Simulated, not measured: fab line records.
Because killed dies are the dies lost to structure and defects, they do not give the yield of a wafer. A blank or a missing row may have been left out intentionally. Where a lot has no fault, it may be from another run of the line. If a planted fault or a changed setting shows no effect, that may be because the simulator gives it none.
Which of the tools did it? || flow nand_harc || 33 wafers from 11 lots sampled at 7 of the route's 1302 steps

WHAT THE GAUGES SHOWED, per wafer
NHARC_P_START_INSPECT_01. Usual: raw_defect_count reads 3.5 (standard deviation 1.7).
{"lot": "L652", "measured": "day 2 16:02", "on": "defect_inspect-01", "raw_defect_count": "1 5 3", "flag": ""}
{"lot": "L656", "measured": "day 4 08:02", "on": "defect_inspect-02", "raw_defect_count": "2 2 5", "flag": ""}
{"lot": "L658", "measured": "day 5 04:02", "on": "defect_inspect-01", "raw_defect_count": "1 2 1", "flag": ""}
{"lot": "L659", "measured": "day 5 14:02", "on": "defect_inspect-02", "raw_defect_count": "5 6 4", "flag": ""}
{"lot": "L660", "measured": "day 6 00:02", "on": "defect_inspect-02", "raw_defect_count": "2 2 2", "flag": ""}
{"lot": "L664", "measured": "day 7 16:02", "on": "defect_inspect-01", "raw_defect_count": "3 4 1", "flag": ""}
{"lot": "L668", "measured": "day 9 08:02", "on": "defect_inspect-01", "raw_defect_count": "6 1 2", "flag": ""}
{"lot": "L670", "measured": "day 10 04:02", "on": "defect_inspect-02", "raw_defect_count": "4 0 6", "flag": ""}
{"lot": "L671", "measured": "day 10 14:02", "on": "defect_inspect-02", "raw_defect_count": "6 1 1", "flag": ""}
{"lot": "L672", "measured": "day 11 00:02", "on": "defect_inspect-02", "raw_defect_count": "4 2 3", "flag": ""}
{"lot": "L673", "measured": "day 11 10:02", "on": "defect_inspect-01", "raw_defect_count": "4 5 5", "flag": ""}

NHARC_P_STI_CD_MEAS_09 targets a cd of 200 nm. Usual: cd_nm reads 200.5 nm (standard deviation 2.3).
{"lot": "L652", "measured": "day 3 18:52", "on": "cd_sem-01", "cd_nm (nm)": "205.4 201.4 203.8", "flag": ""}
{"lot": "L656", "measured": "day 5 06:32", "on": "cd_sem-01", "cd_nm (nm)": "201.3 201.7 199.4", "flag": ""}
{"lot": "L658", "measured": "day 6 05:31", "on": "cd_sem-01", "cd_nm (nm)": "203.8 204.2 203.5", "flag": ""}
{"lot": "L659", "measured": "day 6 14:28", "on": "cd_sem-02", "cd_nm (nm)": "199.0 201.1 200.2", "flag": ""}
{"lot": "L660", "measured": "day 6 23:51", "on": "cd_sem-02", "cd_nm (nm)": "201.1 198.9 156.5", "flag": "OFF"}
{"lot": "L664", "measured": "day 8 16:47", "on": "cd_sem-03", "cd_nm (nm)": "195.7 200.2 159.9", "flag": "OFF"}
{"lot": "L668", "measured": "day 10 09:59", "on": "cd_sem-02", "cd_nm (nm)": "202.4 200.0 201.8", "flag": ""}
{"lot": "L670", "measured": "day 11 04:44", "on": "cd_sem-03", "cd_nm (nm)": "197.1 201.1 195.8", "flag": ""}
{"lot": "L671", "measured": "day 11 14:50", "on": "cd_sem-02", "cd_nm (nm)": "197.7 198.9 197.0", "flag": ""}
{"lot": "L672", "measured": "day 12 00:35", "on": "cd_sem-02", "cd_nm (nm)": "199.9 201.6 198.7", "flag": ""}
{"lot": "L673", "measured": "day 12 10:18", "on": "cd_sem-02", "cd_nm (nm)": "199.8 201.6 200.1", "flag": ""}

NHARC_P_STI_OCD_MEAS_17. Usual: trench_foot_cd_nm reads 158.4 nm (standard deviation 2.4).
{"lot": "L652", "measured": "day 3 19:39", "on": "ocd-02", "trench_foot_cd_nm (nm)": "162.5 158.3 161.4", "flag": ""}
{"lot": "L656", "measured": "day 5 07:20", "on": "ocd-01", "trench_foot_cd_nm (nm)": "161.0 158.1 159.3", "flag": ""}
{"lot": "L658", "measured": "day 6 06:19", "on": "ocd-01", "trench_foot_cd_nm (nm)": "160.8 162.3 161.4", "flag": ""}
{"lot": "L659", "measured": "day 6 15:16", "on": "ocd-01", "trench_foot_cd_nm (nm)": "156.4 157.6 157.9", "flag": ""}
{"lot": "L660", "measured": "day 7 00:38", "on": "ocd-02", "trench_foot_cd_nm (nm)": "159.1 155.2 114.7", "flag": "OFF"}
{"lot": "L664", "measured": "day 8 17:35", "on": "ocd-01", "trench_foot_cd_nm (nm)": "153.1 157.9 118.1", "flag": "OFF"}
{"lot": "L668", "measured": "day 10 10:46", "on": "ocd-01", "trench_foot_cd_nm (nm)": "160.7 159.1 159.6", "flag": ""}
{"lot": "L670", "measured": "day 11 05:32", "on": "ocd-01", "trench_foot_cd_nm (nm)": "154.0 157.9 152.7", "flag": ""}
{"lot": "L671", "measured": "day 11 15:37", "on": "ocd-01", "trench_foot_cd_nm (nm)": "156.6 156.6 155.9", "flag": ""}
{"lot": "L672", "measured": "day 12 01:22", "on": "ocd-01", "trench_foot_cd_nm (nm)": "157.5 159.2 156.1", "flag": ""}
{"lot": "L673", "measured": "day 12 11:05", "on": "ocd-02", "trench_foot_cd_nm (nm)": "157.4 159.4 158.3", "flag": ""}

NHARC_END_SORT_01. Usual: killed_at_array 51, standard deviation 18; killed_at_other 1.0, standard deviation 1.2; killed_at_periphery 3.7, standard deviation 2.9; killed_dies 55, standard deviation 19; killed_open 3.5, standard deviation 1.9; killed_short 2.6, standard deviation 1.6.
{"lot": "L660", "measured": "day 28 12:04", "on": "prober-02", "killed_at_array": "19 29 22", "killed_at_other": "1 0 1", "killed_at_periphery": "1 1 534", "killed_dies": "21 30 557", "killed_open": "3 3 5", "killed_short": "2 3 1", "flag": "OFF"}
{"lot": "L664", "measured": "day 30 12:57", "on": "prober-02", "killed_at_array": "46 61 65", "killed_at_other": "2 1 0", "killed_at_periphery": "10 14 474", "killed_dies": "58 76 539", "killed_open": "1 5 1", "killed_short": "5 3 3", "flag": "OFF"}

WHAT TOOL EACH LOT RAN ON (gives the tool, then ch and the chambers of the sampled wafers, and finally the start)
{"lot": "L652", "NHARC_P_STI_EXPOSE_06": "krf_scanner-02 ch 0, day 3 18:43", "NHARC_P_GATE_DEP_103": "pecvd-01 ch 0,1, day 5 20:26", "NHARC_P_GATE_ETCHBACK_37": "rie_diel-05 ch 0,2, no start"}
{"lot": "L656", "NHARC_P_STI_EXPOSE_06": "krf_scanner-01 ch 0, day 5 06:23", "NHARC_P_GATE_DEP_103": "pecvd-02 ch 0,2, day 7 09:46", "NHARC_P_GATE_ETCHBACK_37": "rie_diel-02 ch 0,1,2, no start"}
{"lot": "L658", "NHARC_P_STI_EXPOSE_06": "krf_scanner-03 ch 0, day 6 05:22", "NHARC_P_GATE_DEP_103": "pecvd-04 ch 1,2, day 8 08:18", "NHARC_P_GATE_ETCHBACK_37": "rie_diel-05 ch 1,3, no start"}
{"lot": "L659", "NHARC_P_STI_EXPOSE_06": "krf_scanner-02 ch 0, day 6 14:19", "NHARC_P_GATE_DEP_103": "pecvd-04 ch 0,1,2, day 8 17:36", "NHARC_P_GATE_ETCHBACK_37": "rie_diel-05 ch 0,2,3, no start"}
{"lot": "L660", "NHARC_P_STI_EXPOSE_06": "krf_scanner-02 ch 0, day 6 23:41", "NHARC_P_GATE_DEP_103": "pecvd-02 ch 0,1, day 9 03:27", "NHARC_P_GATE_ETCHBACK_37": "rie_diel-02 ch 0,2, day 28 12:04 or earlier"}
{"lot": "L664", "NHARC_P_STI_EXPOSE_06": "krf_scanner-02 ch 0, day 8 16:38", "NHARC_P_GATE_DEP_103": "pecvd-02 ch 1,2, day 11 00:50", "NHARC_P_GATE_ETCHBACK_37": "rie_diel-02 ch 1,2, day 30 12:57 or earlier"}
{"lot": "L668", "NHARC_P_STI_EXPOSE_06": "krf_scanner-01 ch 0, day 10 09:50", "NHARC_P_GATE_DEP_103": "pecvd-02 ch 0,1, day 12 13:18", "NHARC_P_GATE_ETCHBACK_37": "rie_diel-05 ch 1,2, no start"}
{"lot": "L670", "NHARC_P_STI_EXPOSE_06": "krf_scanner-03 ch 0, day 11 04:36", "NHARC_P_GATE_DEP_103": "pecvd-04 ch 0,1,2, day 13 16:28", "NHARC_P_GATE_ETCHBACK_37": "rie_diel-02 ch 0,3, no start"}
{"lot": "L671", "NHARC_P_STI_EXPOSE_06": "krf_scanner-02 ch 0, day 11 14:41", "NHARC_P_GATE_DEP_103": "pecvd-02 ch 1,2, day 13 21:14", "NHARC_P_GATE_ETCHBACK_37": "rie_diel-01 ch 1,3, no start"}
{"lot": "L672", "NHARC_P_STI_EXPOSE_06": "krf_scanner-02 ch 0, day 12 00:26", "NHARC_P_GATE_DEP_103": "pecvd-02 ch 0,1,2, day 14 06:58", "NHARC_P_GATE_ETCHBACK_37": "rie_diel-05 ch 1,2,3, no start"}
{"lot": "L673", "NHARC_P_STI_EXPOSE_06": "krf_scanner-02 ch 0, day 12 10:09", "NHARC_P_GATE_DEP_103": "pecvd-02 ch 0,1, day 14 20:47", "NHARC_P_GATE_ETCHBACK_37": "rie_diel-02 ch 0,3, no start"}
- NHARC_P_STI_EXPOSE_06: exposes mask P STI, target cd 200 nm.
- NHARC_P_GATE_DEP_103: deposits SiON, target thk 30 nm.
- NHARC_P_GATE_ETCHBACK_37: etches the open film in CHF3/O2, target depth 34.5 nm, time 17.2 s.

WHAT THE TOOLS THEMSELVES READ (means of the sampled wafers that have a number; where no wafer has one, the mark that the record gives instead)
NHARC_P_STI_EXPOSE_06. Usual: stage_vel_mm_s 499.96 mm/s, standard deviation 0.25.
{"lot": "L652", "tool": "krf_scanner-02", "stage_vel_mm_s (mm/s)": 499.77, "flag": ""}
{"lot": "L656", "tool": "krf_scanner-01", "stage_vel_mm_s (mm/s)": 499.93, "flag": ""}
{"lot": "L658", "tool": "krf_scanner-03", "stage_vel_mm_s (mm/s)": 499.78, "flag": ""}
{"lot": "L659", "tool": "krf_scanner-02", "stage_vel_mm_s (mm/s)": 500.10, "flag": ""}
{"lot": "L660", "tool": "krf_scanner-02", "stage_vel_mm_s (mm/s)": 500.10, "flag": ""}
{"lot": "L664", "tool": "krf_scanner-02", "stage_vel_mm_s (mm/s)": 499.93, "flag": ""}
{"lot": "L668", "tool": "krf_scanner-01", "stage_vel_mm_s (mm/s)": 499.86, "flag": ""}
{"lot": "L670", "tool": "krf_scanner-03", "stage_vel_mm_s (mm/s)": 499.65, "flag": ""}
{"lot": "L671", "tool": "krf_scanner-02", "stage_vel_mm_s (mm/s)": 499.77, "flag": ""}
{"lot": "L672", "tool": "krf_scanner-02", "stage_vel_mm_s (mm/s)": 500.06, "flag": ""}
{"lot": "L673", "tool": "krf_scanner-02", "stage_vel_mm_s (mm/s)": 500.32, "flag": ""}

NHARC_P_GATE_DEP_103. Usual: heater_power_w reads 684 W (standard deviation 65).
{"lot": "L652", "tool": "pecvd-01", "heater_power_w (W)": 662, "flag": ""}
{"lot": "L656", "tool": "pecvd-02", "heater_power_w (W)": 725, "flag": ""}
{"lot": "L658", "tool": "pecvd-04", "heater_power_w (W)": 702, "flag": ""}
{"lot": "L659", "tool": "pecvd-04", "heater_power_w (W)": 628, "flag": ""}
{"lot": "L660", "tool": "pecvd-02", "heater_power_w (W)": 718, "flag": ""}
{"lot": "L664", "tool": "pecvd-02", "heater_power_w (W)": 727, "flag": ""}
{"lot": "L668", "tool": "pecvd-02", "heater_power_w (W)": 646, "flag": ""}
{"lot": "L670", "tool": "pecvd-04", "heater_power_w (W)": 625, "flag": ""}
{"lot": "L671", "tool": "pecvd-02", "heater_power_w (W)": 738, "flag": ""}
{"lot": "L672", "tool": "pecvd-02", "heater_power_w (W)": 719, "flag": ""}
{"lot": "L673", "tool": "pecvd-02", "heater_power_w (W)": 696, "flag": ""}

NHARC_P_GATE_ETCHBACK_37. Usual: bias_w 200.0 W, standard deviation 0.59; drypump_motor_current_A 5.6 A, standard deviation 0.51; oes_product_au 0.942 a.u., standard deviation 0.028; rf_vpp_V 371.5 V, standard deviation 2; showerhead_plenum_p_Torr 2.44 Torr, standard deviation 0.087; throttle_valve_pct 20.571 %, standard deviation 0.0087.
{"lot": "L652", "tool": "rie_diel-05", "bias_w (W)": 199.9, "drypump_motor_current_A (A)": 5.1, "oes_product_au (a.u.)": 0.923, "rf_vpp_V (V)": 372.9, "showerhead_plenum_p_Torr (Torr)": 2.50, "throttle_valve_pct (%)": 20.578, "flag": ""}
{"lot": "L656", "tool": "rie_diel-02", "bias_w (W)": 200.3, "drypump_motor_current_A (A)": 5.4, "oes_product_au (a.u.)": 0.930, "rf_vpp_V (V)": 371.9, "showerhead_plenum_p_Torr (Torr)": 2.41, "throttle_valve_pct (%)": 20.566, "flag": ""}
{"lot": "L658", "tool": "rie_diel-05", "bias_w (W)": 199.9, "drypump_motor_current_A (A)": 5.9, "oes_product_au (a.u.)": 0.934, "rf_vpp_V (V)": 370.6, "showerhead_plenum_p_Torr (Torr)": 2.36, "throttle_valve_pct (%)": 20.576, "flag": ""}
{"lot": "L659", "tool": "rie_diel-05", "bias_w (W)": 199.8, "drypump_motor_current_A (A)": 5.4, "oes_product_au (a.u.)": 0.992, "rf_vpp_V (V)": 372.2, "showerhead_plenum_p_Torr (Torr)": 2.47, "throttle_valve_pct (%)": 20.569, "flag": ""}
{"lot": "L660", "tool": "rie_diel-02", "bias_w (W)": 200.0, "drypump_motor_current_A (A)": 5.4, "oes_product_au (a.u.)": 0.921, "rf_vpp_V (V)": 371.1, "showerhead_plenum_p_Torr (Torr)": 2.45, "throttle_valve_pct (%)": 20.572, "flag": ""}
{"lot": "L664", "tool": "rie_diel-02", "bias_w (W)": 199.6, "drypump_motor_current_A (A)": 5.6, "oes_product_au (a.u.)": 0.913, "rf_vpp_V (V)": 370.3, "showerhead_plenum_p_Torr (Torr)": 2.38, "throttle_valve_pct (%)": 20.570, "flag": ""}
{"lot": "L668", "tool": "rie_diel-05", "bias_w (W)": 199.7, "drypump_motor_current_A (A)": 5.3, "oes_product_au (a.u.)": 0.918, "rf_vpp_V (V)": 372.0, "showerhead_plenum_p_Torr (Torr)": 2.45, "throttle_valve_pct (%)": 20.565, "flag": ""}
{"lot": "L670", "tool": "rie_diel-02", "bias_w (W)": 200.8, "drypump_motor_current_A (A)": 4.9, "oes_product_au (a.u.)": 0.936, "rf_vpp_V (V)": 371.8, "showerhead_plenum_p_Torr (Torr)": 2.49, "throttle_valve_pct (%)": 20.581, "flag": ""}
{"lot": "L671", "tool": "rie_diel-01", "bias_w (W)": 200.7, "drypump_motor_current_A (A)": 6.1, "oes_product_au (a.u.)": 0.929, "rf_vpp_V (V)": 371.8, "showerhead_plenum_p_Torr (Torr)": 2.51, "throttle_valve_pct (%)": 20.573, "flag": ""}
{"lot": "L672", "tool": "rie_diel-05", "bias_w (W)": 199.3, "drypump_motor_current_A (A)": 5.6, "oes_product_au (a.u.)": 0.932, "rf_vpp_V (V)": 370.6, "showerhead_plenum_p_Torr (Torr)": 2.40, "throttle_valve_pct (%)": 20.570, "flag": ""}
{"lot": "L673", "tool": "rie_diel-02", "bias_w (W)": 199.5, "drypump_motor_current_A (A)": 4.9, "oes_product_au (a.u.)": 0.936, "rf_vpp_V (V)": 372.9, "showerhead_plenum_p_Torr (Torr)": 2.49, "throttle_valve_pct (%)": 20.569, "flag": ""}

THE ANSWER, worked out from the rows above alone
Rule: lot off if the mean of its wafers having a number is beyond 3 standard deviations from the usual mean. A lot without any number at a reading at which 4 lots or more have one is off too. All remaining lots with rows at the step are treated as sound. First the gauges in route order, then the tools' own readings, where a lot's mean is used as printed above. At the first step where some lot is off, the reading lying furthest off is the one used; lots without a number count as furthest.
Off: L660, L664 (NHARC_P_STI_CD_MEAS_09, cd_nm).
If a tool, at a process step before that reading, ran all the lots that are off and no sound lot after the first of them, it fits. Not tried: the gauges at NHARC_P_STI_CD_MEAS_09; whatever is off there is also off at NHARC_P_STI_OCD_MEAS_17, on other tools, and gauge error can't account for it. Not one of the candidates tried fits.

WHAT THE SIMULATOR HAD INSERTED
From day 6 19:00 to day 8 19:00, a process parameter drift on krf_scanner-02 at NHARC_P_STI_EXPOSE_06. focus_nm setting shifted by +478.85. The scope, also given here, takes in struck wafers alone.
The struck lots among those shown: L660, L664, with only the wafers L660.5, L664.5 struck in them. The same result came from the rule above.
